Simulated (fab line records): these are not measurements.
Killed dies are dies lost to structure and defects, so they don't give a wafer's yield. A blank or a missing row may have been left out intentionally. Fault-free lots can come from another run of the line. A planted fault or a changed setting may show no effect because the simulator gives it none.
2 desks looking at one fault	flow n5-finfet	numbers are kept per desk, each desk with only its own; the story behind them comes last
Where a reading is given only as a bound, like >300, the bound stands for it, and a mean or a difference that rests on one is marked > or <: the true number lies beyond.

## THE DEFECT DESK
Counts from the inspections along the route, per lot, as means over the sampled wafers that have a number. Marked OUT: a lot whose mean sits more than 4 standard deviations from the usual mean, which makes it out of limits; the brackets give that distance.
Columns: A = raw-defect-count at N5_SD_EPI_N_INSPECT_26, usual 216; B = raw-defect-count at N5_SD_EPI_P_INSPECT_11, usual 2.0; C = raw-defect-count at N5_SD_EPI_P_INSPECT_26, usual 182; D = raw-defect-count at N5_SD_ACTIVATION_INSPECT_02, usual 183
lot	first seen here	A	B	C	D
L343	day 3 13:25	237	2.7	176	176
L344	day 3 18:03	220	0.3	188	187
L346	day 4 04:53	236	1.7	176	189
L345	day 4 06:14	250	1.0	200	209
L347	day 4 13:11	767 (+14) OUT	>300 (+99 or more) OUT	721 (+15) OUT	714 (+16) OUT
L351	day 5 12:13	672 (+12) OUT	>300 (+99 or more) OUT	703 (+15) OUT	689 (+15) OUT
L352	day 5 16:29	178	3.0	148	143
L356	day 6 20:14	220	0.3	185	188
L360	day 7 16:38	162	1.3	158	163
This desk's finding: out of limits on L347, L351; first on L347, day 4 13:11 (raw-defect-count at N5_SD_EPI_N_INSPECT_26). In limits: L343, L344, L346, L345, L352, L356, L360.

## AT THE TOOL OWNER'S DESK: epi-rpcvd-01
The tool's own readings at N5_SD_EPI_N_VAPOR_ETCH_50 (etches Si in HCl, time 54 s): means of the sampled wafers that have a number, for each lot that ran on this tool. Marked OUT: a lot whose mean sits more than 4 standard deviations from the usual mean, which makes it out of limits; the brackets give that distance.
Columns: A = chamber-pressure-Torr at N5_SD_EPI_N_VAPOR_ETCH_50, usual 20.01 Torr; B = throttle-valve-pct at N5_SD_EPI_N_VAPOR_ETCH_50, usual 11.1 %
lot	first seen here	A	B
L343	day 3 09:43	20.02	10.8
L344	day 3 14:52	20.01	10.4
L345	day 4 02:31	20.02	10.5
L347	day 4 10:43	19.99	10.5
L351	day 5 09:37	19.96	10.6
This desk found nothing out of limits on any of the 5 lots.

## TAKEN TOGETHER
The defect desk could have raised an alarm at day 4 13:11, on L347, L351.
The desk of the tool owner found nothing out of limits.
On record at the tool owner's desk: L347, L351, within its limits.
The lots listed all ran N5_SD_EPI_N_VAPOR_ETCH_50 on epi-rpcvd-01.

## WHAT THE SIMULATOR HAD PUT IN
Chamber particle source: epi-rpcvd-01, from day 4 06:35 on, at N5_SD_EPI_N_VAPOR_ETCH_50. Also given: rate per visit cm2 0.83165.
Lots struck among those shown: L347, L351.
Hours from the fault's start to each desk's first reading out of limits: the defect desk, 7.
